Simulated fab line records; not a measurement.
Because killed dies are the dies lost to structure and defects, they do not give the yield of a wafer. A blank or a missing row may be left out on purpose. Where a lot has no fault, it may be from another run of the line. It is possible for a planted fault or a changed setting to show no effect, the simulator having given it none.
fab line records | flow n5Finfet
record: lots: 11 wafers: 33 lastDay: 16
route steps=1938 shown MOL_CONTACT_COAG@554 MIM_BOT@1832 MIM_TOP@1834 MIM_BOT_ETCH@1867 PASSIVATION@1936
lots that met no fault: taken from a fault-free run of the same line
startH: hours from the record's opening day to when the first of the lot's shown wafers began | waitH: hours from the lot's prior step to this one | " identical to the entry in the row above | L1.1+2: a row that stands for several wafers | - no value, or no start was given | * or withheld: withheld | < > ~ a bound
route shown NAME@n: names a module that has steps shown in the file, with the first one's number in the route | usual: average and standard deviation across the fault-free wafers | same: alike in all rows | chamber/n: place in a boat | sites: the reading at each site | _std_site: standard deviation across them | _edge_site: inner sites' mean taken away from outer sites' mean | radiusMm: for every site, how far away it sits from the centre of the wafer | mask NAME#n: copy n | behind: the tool/chamber that last shaped the wafer | hold: why the lot went on hold/how many hours it stayed there/how the hold came to an end | device: the transistor (n, p or np) that didn't switch | end of line: at the end of the route, the tests of the same wafers | a step given without rows: its recipe and nothing more | killed: at the first sort, the dies lost to defects and structure; wafer yield is something else | map: per-die view of a wafer (x killed, . not killed, _ where there is no die)
set.NAME: the setting that was run; set.NAME@STEP: the one run at that earlier step | model.NAME: the simulator's own value behind a step, which no gauge read
a sample of lots followed through the steps of the route, with each step as a table and each wafer as a row
services: from which hour (startH, from the record's first day; less than 0 if before it) a tool's chamber was out of use, for how many hours, and why
== steps ==
step: N5_MOL_CONTACT_COAG_CMP_23
recipe: stopOn: SiO2 tOverpolishS: 1.5 postCmpClean: cuAlkaline downForcePsi: 2 platenRpm: 50.289 padVelocityMS: 1.0006 targetThkNm: 0
usual: headPressurePsi: 1.999/0.0044 motorCurrentA: 7.9/0.96 overpolishRunS: 1.500/0.0094 timeToEndpointS: 8.4/2.6
columns lot.wafer tool chamber startH waitH headPressurePsi motorCurrentA overpolishRunS timeToEndpointS
L834.1 cmp-01 3 113.59 0.1 1.994 8.6 1.505 9.4
L834.4 " 0 " " 1.996 6.9 1.479 6.8
L834.6 " 1 " " 1.995 8.0 1.504 3.7
L835.3 cmp-01 3 116.84 0.2 1.998 8.5 1.512 10.7
L835.6 " 2 " " 2.002 8.6 1.483 7.2
L835.5 " 3 " " 1.994 8.7 1.504 8.9
L836.2 cmp-01 3 130.32 0.2 1.996 8.6 1.495 12.3
L836.1 " 2 " " 1.995 9.3 1.507 7.7
L836.6 " 3 " " 1.996 8.9 1.509 8.3
L838.4 cmp-01 1 137.78 0.2 2.004 7.9 1.525 6.3
L838.2 " 2 " " 2.003 8.7 1.494 8.1
L838.5 " 3 " " 1.989 8.1 1.493 9.6
L841.3 cmp-01 0 158.73 0.1 1.997 7.3 1.505 4.3
L841.6 " 3 " " 1.997 8.6 1.504 9.8
L841.5 " 0 " " 1.996 7.0 1.493 7.5
L842.3 cmp-01 2 165.07 0.0 1.995 8.6 1.492 11.3
L842.1 " 0 " " 1.997 7.1 1.497 6.6
L842.5 " 3 " " 2.005 8.4 1.491 12.9
L845.4 cmp-02 1 181.21 0.1 1.996 7.2 1.506 11.6
L845.1 " 3 " " 1.992 7.1 1.493 12.7
L845.5 " 0 " " 1.999 7.5 1.508 13.1
L844.4 cmp-03 3 182.25 0.1 1.997 6.7 1.499 10.6
L844.1 " 0 " " 2.010 8.7 1.501 11.8
L844.3 " 1 " " 1.993 7.1 1.491 14.4
L847.4 cmp-03 1 196.82 0.1 1.999 7.4 1.502 9.9
L847.3 " 2 " " 1.994 10.4 1.494 6.8
L847.6 " 1 " " 1.995 7.4 1.496 9.5
L849.2 cmp-03 2 202.32 0.2 2.000 9.3 1.499 5.8
L849.3 " 0 " " 2.002 8.4 1.508 8.0
L849.4 " 1 " " 1.998 7.4 1.502 10.9
L851.4 cmp-01 3 220.45 0.1 2.001 8.1 1.517 9.4
L851.1 " 0 " " 2.001 7.0 1.505 6.6
L851.2 " 1 " " 1.995 7.8 1.495 7.2
step: N5_MIM_BOT_DEGAS_01
recipe: ambient: vacuum tempC: 300 timeS: 60
usual: heaterPowerW: 464/31
columns lot.wafer tool chamber startH waitH heaterPowerW
L834.1 pvdSputter-03 - 278.77 0.3 446
L834.4 " - " " 428
L834.6 " - " " 541
L835.3 pvdSputter-03 - 279.35 0.4 546
L835.5 " - " " 434
L835.6 " - " " 455
L836.1 pvdSputter-01 - 286.67 0.2 493
L836.2 " - " " 440
L836.6 " - " " 429
L838.2 pvdSputter-01 - 307.55 1.0 479
L838.4 " - " " 436
L838.5 " - " " 485
L841.3 pvdSputter-03 - 319.31 0.3 557
L841.5 " - " " 431
L841.6 " - " " 450
L842.1 pvdSputter-01 - 322.30 1.2 433
L842.3 " - " " 448
L842.5 " - " " 495
L844.1 pvdSputter-02 - 344.10 1.6 438
L844.3 " - " " 433
L844.4 " - " " 460
L845.1 pvdSputter-02 - 347.54 1.0 449
L845.4 " - " " 507
L845.5 " - " " 436
L847.3 pvdSputter-02 - 347.66 0.1 510
L847.4 " - " " 440
L847.6 " - " " 467
L849.2 pvdSputter-03 - 367.83 1.9 444
L849.3 " - " " 484
L849.4 " - " " 429
L851.1 pvdSputter-02 - 373.82 2.9 488
L851.2 " - " " 431
L851.4 " - " " 428
step: N5_MIM_TOP_ALD_00
recipe: material: Al2O3 targetThkA: * tempC: withheld aldPrecursorFamily: TMA aldCoReactant: O3 pulseTimeS: withheld purgeTimeS: 3 coReactantPurgeTimeS: withheld coReactantPulseTimeS: 3 aldCycles: withheld
usual: precursorPulseHeightRel: 1.001/0.022
columns lot.wafer tool chamber startH waitH precursorPulseHeightRel
L834.1 aldHk-03 0 278.91 0.1 1.024
L834.4 " 3 " " 1.021
L834.6 " 2 " " 1.013
L835.3 aldHk-01 1 279.49 0.1 0.998
L835.5 " 0 " " 1.003
L835.6 " 3 " " 0.990
L836.1 aldHk-02 2 286.81 0.1 1.008
L836.2 " 1 " " 0.980
L836.6 " 1 " " 0.965
L838.2 aldHk-01 1 307.69 0.1 1.003
L838.4 " 0 " " 0.997
L838.5 " 2 " " 1.027
L841.3 aldHk-01 0 319.45 0.1 0.988
L841.5 " 3 " " 1.006
L841.6 " 0 " " 1.030
L842.1 aldHk-03 1 322.44 0.1 0.971
L842.3 " 0 " " 1.005
L842.5 " 1 " " 0.970
L844.1 aldHk-01 3 344.24 0.1 0.990
L844.3 " 0 " " 1.020
L844.4 " 1 " " 0.995
L845.1 aldHk-01 3 347.68 0.1 1.009
L845.4 " 0 " " 1.028
L845.5 " 0 " " 0.975
L847.3 aldHk-03 2 347.80 0.1 1.007
L847.4 " 1 " " 0.986
L847.6 " 3 " " 1.008
L849.2 aldHk-03 1 367.97 0.1 0.999
L849.3 " 0 " " 1.011
L849.4 " 3 " " 0.964
L851.1 aldHk-03 0 373.96 0.1 0.955
L851.2 " 2 " " 0.983
L851.4 " 1 " " 1.019
step: N5_MIM_BOT_ETCH_ETCH_03
recipe: chemistry: Cl2/BCl3 targetDepthA: 120 pressureMtorr: 8 icpW: 800 biasW: 100 Cl2_flow_sccm: 20 bcl3FlowSccm: 80
usual: drypumpMotorCurrentA: 5.6/0.55 oesProductAu: 0.78/0.051 throttleValvePct: 27.42/0.19
columns lot.wafer tool chamber startH waitH drypumpMotorCurrentA oesProductAu rfHoursCounterH throttleValvePct
L834.1 rieMetal-01 1 283.24 0.1 5.0 0.72 67 27.77
L834.4 " 1 " " 5.0 0.71 - 27.78
L834.6 " 1 " " 5.0 0.72 - 27.78
L835.3 rieMetal-02 0 283.65 0.1 6.1 0.74 - 27.23
L835.5 " 0 " " 6.1 0.75 - 27.26
L835.6 " 1 " " 5.2 0.85 - 27.50
L836.1 rieMetal-01 0 289.43 0.1 6.2 0.80 38 27.35
L836.2 " 1 " " 5.0 0.72 68 27.79
L836.6 " 0 " " 6.2 0.78 - 27.36
L838.2 rieMetal-02 0 312.06 0.1 6.1 0.75 55 27.23
L838.4 " 0 " " 6.1 0.75 - 27.24
L838.5 " 0 " " 6.0 0.74 - 27.24
L841.3 rieMetal-02 1 322.62 0.1 5.2 0.83 - 27.50
L841.5 " 1 " " 5.2 0.84 - 27.50
L841.6 " 0 " " 6.0 0.74 - 27.26
L842.1 rieMetal-03 0 325.02 0.1 4.7 0.86 24 27.21
L842.3 " 1 " " 6.2 0.79 - 27.29
L842.5 " 1 " " 6.2 0.78 - 27.29
L844.1 rieMetal-01 1 346.38 0.1 5.0 0.71 74 27.78
L844.3 " 1 " " 5.0 0.71 - 27.81
L844.4 " 0 " " 6.1 0.78 - 27.36
L845.1 rieMetal-01 1 349.74 0.1 5.0 0.71 75 27.81
L845.4 " 1 " " 5.0 0.70 - 27.81
L845.5 " 1 " " 5.0 0.70 - 27.79
L847.3 rieMetal-01 0 350.33 0.1 6.1 0.77 - 27.36
L847.4 " 1 " " 5.0 0.71 - 27.81
L847.6 " 1 " " 5.0 0.71 - 27.80
L849.2 rieMetal-02 0 370.29 0.1 6.0 0.73 60 27.26
L849.3 " 0 " " 6.0 0.73 - 27.26
L849.4 " 1 " " 5.2 0.82 - 27.50
L851.1 rieMetal-03 1 376.40 0.1 6.2 0.78 40 27.31
L851.2 " 0 " " 4.7 0.85 28 27.20
L851.4 " 1 " " 6.2 0.77 - 27.32
step: N5_PASSIVATION_PROBE_49
usual: defectLimitedYield: 91.0/1.5 killed_at_M0_to_M3: 34/9.1 killed_at_M4_up: 14/5.7 killedAtContacts: 13/5.7 killedAtFrontEnd: 42/12 killedAtOther: 4/3.4 killedDies: 106/17 killedOnRim: 14/4.3 killedOpen: 70/13 killedShort: 34/7.5 sort_bin_5_function: 5.2/0.94 sort_bin_6_memory: 3.4/0.69 sortNPass: 1074/17 sortYieldPct: 91.0/1.5
same: grossDies: 1180 killedAtBackSide: 0 sort_bin_4_leakage[%]: 0 sort_bin_8_speed[%]: 0
columns lot.wafer tool chamber startH waitH defectLimitedYield[%] killed_at_M0_to_M3 killed_at_M4_up killedAtContacts killedAtFrontEnd killedAtOther killedDies killedOnRim killedOpen killedShort sort_bin_5_function[%] sort_bin_6_memory[%] sortNPass sortYieldPct[%]
L851.1 prober-02 - 383.98 0.0 48.0 24 9 548 32 1 614 73 59 22 34.6 14.0 566 48.0
L851.2 prober-02 - 384.03 0.1 90.2 41 6 8 59 2 116 19 72 37 5.3 3.5 1064 90.2
L851.4 prober-02 - 384.13 0.2 89.3 63 10 13 30 10 126 15 81 43 7.0 3.3 1054 89.3
killed by level:class
L851.1 MOL_CONTACT_COAG:unspecified=532 MOL_CONTACT_COAG:geometricParticle:open=13 STI_FIN_REVEAL:geometricParticle:open=9 BEOL_M0_SAQP:geometricParticle:short=9 BEOL_M0_SAQP:geometricParticle:open=7 DUMMY_GATE:geometricParticle:open=6 BEOL_M2:geometricParticle:open=5 STARTING-WAFER:geometricParticle:open=4
L851.2 FIN_SAQP:geometricParticle:open=11 BEOL_M0_SAQP:geometricParticle:short=10 STI_FIN_REVEAL:geometricParticle:open=8 BEOL_M2:geometricParticle:open=8 BEOL_M0_SAQP:geometricParticle:open=7 BEOL_M1:geometricParticle:open=7 HKMG_FIN:areaEtch=7 FIN_SAQP:geometricParticle:short=6
L851.4 BEOL_M0_SAQP:geometricParticle:open=14 BEOL_M0_SAQP:geometricParticle:short=13 MOL_CONTACT_COAG:geometricParticle:open=12 BEOL_M3:geometricParticle:open=12 BEOL_M2:geometricParticle:open=10 BEOL_M4:geometricParticle:open=7 STI_FIN_REVEAL:geometricParticle:open=7 PASS1_CAP:geometricParticle:short=6
== services ==
columns tool chamber startH hours kind
cmp-01 - 99.22 3.3 repair
aldHk-01 - 103.76 0.9 repair
cmp-03 - 119.06 4.5 repair
cmp-03 - 129.43 6.3 repair
aldHk-01 - 134.15 2.1 repair
aldHk-03 - 153.31 14.6 pm
aldHk-01 - 159.16 4.3 pm
cmp-01 - 173.70 4.0 pm
cmp-01 - 190.44 1.3 repair
cmp-03 - 204.80 1.4 repair
rieMetal-02 1 207.66 7.3 repair
aldHk-01 - 208.45 14.6 pm
aldHk-01 - 234.40 0.8 repair
rieMetal-02 - 234.60 4.1 repair
rieMetal-02 1 238.84 7.9 repair
cmp-01 - 255.04 5.6 pm
cmp-01 - 262.95 15.5 pm
cmp-03 - 298.82 4.0 pm
cmp-01 - 312.11 2.6 repair
cmp-01 - 339.85 10.6 repair
pvdSputter-03 - 341.47 6.6 repair
cmp-03 - 341.90 4.8 pm
cmp-03 - 353.14 18.4 pm
rieMetal-01 1 358.54 5.4 repair
== key ==
firstSign: step: N5_PASSIVATION_PROBE_49 reading: killedAtContacts direction: up sigmas: 94 usual: 13 struck: 548
effect: step: N5_PASSIVATION_PROBE_49 reading: defectLimitedYield direction: down sigmas: 30 usual: 91.0 struck: 48.0
moreKillsBornAt: N5_MOL_CONTACT_COAG_CMP_23@cmp-01: 532
metAt N5_MOL_CONTACT_COAG_CMP_23
struckLots L851
struckWafers L851.1
notActingAt N5_MIM_BOT_DEGAS_01,N5_MIM_TOP_ALD_00,N5_MIM_BOT_ETCH_ETCH_03
onsetBetween 165.07 220.45
fault: kind: chamberParticleSource tool: cmp-01 chamber: 0 onsetH: 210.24 steps: N5_MOL_CONTACT_COAG_CMP_23 ratePerVisitCm2: 1.1348 endH: 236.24
